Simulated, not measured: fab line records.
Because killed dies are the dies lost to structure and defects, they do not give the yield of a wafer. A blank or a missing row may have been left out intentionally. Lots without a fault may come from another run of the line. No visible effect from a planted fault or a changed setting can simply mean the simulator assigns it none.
Which tool is to blame? / flow n5_finfet / 33 wafers from 11 lots sampled at 4 of the route's 1938 steps

WHAT THE GAUGES READ, wafer by wafer
N5_BEOL_M11_INSPECT_58: inspects for defects (darkfield). Usual: raw_defect_count reads 69 (standard deviation 21).
lot=L824; measured=day 10 20:58; on=defect_inspect-02; raw_defect_count=123 99 78; flag=
lot=L826; measured=day 11 00:11; on=defect_inspect-02; raw_defect_count=52 30 62; flag=
lot=L825; measured=day 11 07:53; on=defect_inspect-02; raw_defect_count=52 93 67; flag=
lot=L831; measured=day 12 16:05; on=defect_inspect-02; raw_defect_count=53 39 77; flag=
lot=L832; measured=day 12 23:07; on=defect_inspect-02; raw_defect_count=37 42 54; flag=
lot=L838; measured=day 14 07:14; on=defect_inspect-02; raw_defect_count=53 66 84; flag=
lot=L837; measured=day 14 10:05; on=defect_inspect-01; raw_defect_count=52 75 68; flag=
lot=L844; measured=day 15 16:42; on=defect_inspect-02; raw_defect_count=81 43 42; flag=
lot=L842; measured=day 15 17:29; on=defect_inspect-02; raw_defect_count=50 46 58; flag=
lot=L845; measured=day 15 22:21; on=defect_inspect-02; raw_defect_count=42 64 68; flag=
lot=L847; measured=day 16 09:38; on=defect_inspect-01; raw_defect_count=80 72 34; flag=

TOOL THAT RAN EACH LOT (tool first, then ch and the chambers of the sampled wafers, then the start)
lot=L824; N5_BEOL_M11_STRIP_77=rie_diel-04 ch 0,2,3, day 10 18:16 or earlier; N5_BEOL_M11_ALD_74=ald_metal-02 ch 0,2,3, day 10 18:16; N5_BEOL_M11_SURFACE_TREAT_76=pvd_sputter-03, day 10 19:43
lot=L826; N5_BEOL_M11_STRIP_77=rie_diel-04 ch 0,3, day 10 21:53 or earlier; N5_BEOL_M11_ALD_74=ald_metal-03 ch 0,1,3, day 10 21:53; N5_BEOL_M11_SURFACE_TREAT_76=pvd_sputter-03, day 10 22:13
lot=L825; N5_BEOL_M11_STRIP_77=rie_diel-05 ch 0,2,3, day 11 06:17 or earlier; N5_BEOL_M11_ALD_74=ald_metal-04 ch 0,1,3, day 11 06:17; N5_BEOL_M11_SURFACE_TREAT_76=pvd_sputter-01, day 11 06:35
lot=L831; N5_BEOL_M11_STRIP_77=rie_diel-04 ch 0,1,2, day 12 14:16 or earlier; N5_BEOL_M11_ALD_74=ald_metal-04 ch 0,2,3, day 12 14:16; N5_BEOL_M11_SURFACE_TREAT_76=pvd_sputter-03, day 12 14:34
lot=L832; N5_BEOL_M11_STRIP_77=rie_diel-04 ch 1,2,3, day 12 21:02 or earlier; N5_BEOL_M11_ALD_74=ald_metal-04 ch 1,2,3, day 12 21:02; N5_BEOL_M11_SURFACE_TREAT_76=pvd_sputter-02, day 12 21:19
lot=L838; N5_BEOL_M11_STRIP_77=rie_diel-04 ch 1,2,3, day 14 04:25 or earlier; N5_BEOL_M11_ALD_74=ald_metal-02 ch 0,1,3, day 14 04:25; N5_BEOL_M11_SURFACE_TREAT_76=pvd_sputter-01, day 14 04:43
lot=L837; N5_BEOL_M11_STRIP_77=rie_diel-05 ch 1,2, day 14 08:22 or earlier; N5_BEOL_M11_ALD_74=ald_metal-02 ch 0,1,3, day 14 08:22; N5_BEOL_M11_SURFACE_TREAT_76=pvd_sputter-02, day 14 08:40
lot=L844; N5_BEOL_M11_STRIP_77=rie_diel-04 ch 1,2, day 15 15:08 or earlier; N5_BEOL_M11_ALD_74=ald_metal-02 ch 1,2,3, day 15 15:08; N5_BEOL_M11_SURFACE_TREAT_76=pvd_sputter-02, day 15 15:28
lot=L842; N5_BEOL_M11_STRIP_77=rie_diel-01 ch 0,1,3, day 15 15:29 or earlier; N5_BEOL_M11_ALD_74=ald_metal-02 ch 1,2,3, day 15 15:29; N5_BEOL_M11_SURFACE_TREAT_76=pvd_sputter-03, day 15 15:49
lot=L845; N5_BEOL_M11_STRIP_77=rie_diel-05 ch 2,3, day 15 20:43 or earlier; N5_BEOL_M11_ALD_74=ald_metal-03 ch 0,2, day 15 20:43; N5_BEOL_M11_SURFACE_TREAT_76=pvd_sputter-01, day 15 21:08
lot=L847; N5_BEOL_M11_STRIP_77=rie_diel-01 ch 0,1, day 16 07:30 or earlier; N5_BEOL_M11_ALD_74=ald_metal-04 ch 0,1,3, day 16 07:30; N5_BEOL_M11_SURFACE_TREAT_76=pvd_sputter-03, day 16 08:01
- N5_BEOL_M11_STRIP_77: strips in N2/H2, time 10 s.
- N5_BEOL_M11_ALD_74: deposits TaN, target thk 2 nm, pulse time 2 s, purge time 3 s.
- N5_BEOL_M11_SURFACE_TREAT_76

AS READ BY THE TOOLS THEMSELVES (means over the sampled wafers that have a number; for cases with no such wafer, the mark the record gives instead)
N5_BEOL_M11_STRIP_77. Usual: drypump_motor_current_A 5.7 A, standard deviation 0.39; h2_flow_sccm 200.0 sccm, standard deviation 0.61; oes_product_au 0.80 a.u., standard deviation 0.067; rf_vpp_V 59.3 V, standard deviation 0.82; showerhead_plenum_p_Torr 2.57 Torr, standard deviation 0.094; throttle_valve_pct 23.54 %, standard deviation 0.27.
lot=L824; tool=rie_diel-04; drypump_motor_current_A (A)=5.4; h2_flow_sccm (sccm)=199.7; oes_product_au (a.u.)=0.85; rf_vpp_V (V)=59.3; showerhead_plenum_p_Torr (Torr)=2.63; throttle_valve_pct (%)=23.24; flag=
lot=L826; tool=rie_diel-04; drypump_motor_current_A (A)=5.3; h2_flow_sccm (sccm)=200.2; oes_product_au (a.u.)=0.80; rf_vpp_V (V)=59.5; showerhead_plenum_p_Torr (Torr)=2.57; throttle_valve_pct (%)=23.34; flag=
lot=L825; tool=rie_diel-05; drypump_motor_current_A (A)=5.8; h2_flow_sccm (sccm)=200.4; oes_product_au (a.u.)=0.79; rf_vpp_V (V)=58.5; showerhead_plenum_p_Torr (Torr)=2.59; throttle_valve_pct (%)=23.82; flag=
lot=L831; tool=rie_diel-04; drypump_motor_current_A (A)=5.5; h2_flow_sccm (sccm)=200.0; oes_product_au (a.u.)=0.81; rf_vpp_V (V)=59.4; showerhead_plenum_p_Torr (Torr)=2.62; throttle_valve_pct (%)=23.40; flag=
lot=L832; tool=rie_diel-04; drypump_motor_current_A (A)=5.7; h2_flow_sccm (sccm)=200.2; oes_product_au (a.u.)=0.86; rf_vpp_V (V)=59.3; showerhead_plenum_p_Torr (Torr)=2.68; throttle_valve_pct (%)=23.40; flag=
lot=L838; tool=rie_diel-04; drypump_motor_current_A (A)=5.7; h2_flow_sccm (sccm)=200.0; oes_product_au (a.u.)=0.84; rf_vpp_V (V)=59.4; showerhead_plenum_p_Torr (Torr)=2.67; throttle_valve_pct (%)=23.42; flag=
lot=L837; tool=rie_diel-05; drypump_motor_current_A (A)=5.6; h2_flow_sccm (sccm)=199.6; oes_product_au (a.u.)=0.76; rf_vpp_V (V)=59.8; showerhead_plenum_p_Torr (Torr)=2.52; throttle_valve_pct (%)=23.86; flag=
lot=L844; tool=rie_diel-04; drypump_motor_current_A (A)=5.8; h2_flow_sccm (sccm)=199.6; oes_product_au (a.u.)=0.81; rf_vpp_V (V)=59.2; showerhead_plenum_p_Torr (Torr)=2.67; throttle_valve_pct (%)=23.55; flag=
lot=L842; tool=rie_diel-01; drypump_motor_current_A (A)=6.1; h2_flow_sccm (sccm)=200.3; oes_product_au (a.u.)=0.73; rf_vpp_V (V)=58.0; showerhead_plenum_p_Torr (Torr)=2.52; throttle_valve_pct (%)=23.56; flag=
lot=L845; tool=rie_diel-05; drypump_motor_current_A (A)=5.9; h2_flow_sccm (sccm)=200.5; oes_product_au (a.u.)=0.88; rf_vpp_V (V)=59.3; showerhead_plenum_p_Torr (Torr)=2.58; throttle_valve_pct (%)=23.57; flag=
lot=L847; tool=rie_diel-01; drypump_motor_current_A (A)=6.2; h2_flow_sccm (sccm)=200.8; oes_product_au (a.u.)=0.72; rf_vpp_V (V)=59.4; showerhead_plenum_p_Torr (Torr)=2.55; throttle_valve_pct (%)=23.70; flag=

N5_BEOL_M11_ALD_74. Usual: heater_power_w 416 W, standard deviation 48; susceptor_temp_C 275.00 C, standard deviation 0.18.
lot=L824; tool=ald_metal-02; heater_power_w (W)=444; susceptor_temp_C (C)=275.11; flag=
lot=L826; tool=ald_metal-03; heater_power_w (W)=419; susceptor_temp_C (C)=274.97; flag=
lot=L825; tool=ald_metal-04; heater_power_w (W)=432; susceptor_temp_C (C)=274.95; flag=
lot=L831; tool=ald_metal-04; heater_power_w (W)=417; susceptor_temp_C (C)=275.00; flag=
lot=L832; tool=ald_metal-04; heater_power_w (W)=412; susceptor_temp_C (C)=274.97; flag=
lot=L838; tool=ald_metal-02; heater_power_w (W)=422; susceptor_temp_C (C)=274.96; flag=
lot=L837; tool=ald_metal-02; heater_power_w (W)=435; susceptor_temp_C (C)=274.91; flag=
lot=L844; tool=ald_metal-02; heater_power_w (W)=401; susceptor_temp_C (C)=274.98; flag=
lot=L842; tool=ald_metal-02; heater_power_w (W)=395; susceptor_temp_C (C)=274.94; flag=
lot=L845; tool=ald_metal-03; heater_power_w (W)=332; susceptor_temp_C (C)=275.08; flag=
lot=L847; tool=ald_metal-04; heater_power_w (W)=433; susceptor_temp_C (C)=274.95; flag=

THE ANSWER, worked out from the rows above alone
Rule: take the mean of a lot's wafers that have a number; if it is more than 3 standard deviations from the usual mean, the lot is off. A lot without any number at a reading at which 4 lots or more have one is off too. Any other lot the step has rows for is counted as sound. After the gauges, taken in route order, come the tools' own readings; for these a lot's mean is taken, as printed above. At the first step where some lot is off, the reading lying furthest off is the one used; lots without a number count as furthest.
Across all readings shown, no lot is off: no conclusion can be drawn from this.

WHAT THE SIMULATOR PUT IN
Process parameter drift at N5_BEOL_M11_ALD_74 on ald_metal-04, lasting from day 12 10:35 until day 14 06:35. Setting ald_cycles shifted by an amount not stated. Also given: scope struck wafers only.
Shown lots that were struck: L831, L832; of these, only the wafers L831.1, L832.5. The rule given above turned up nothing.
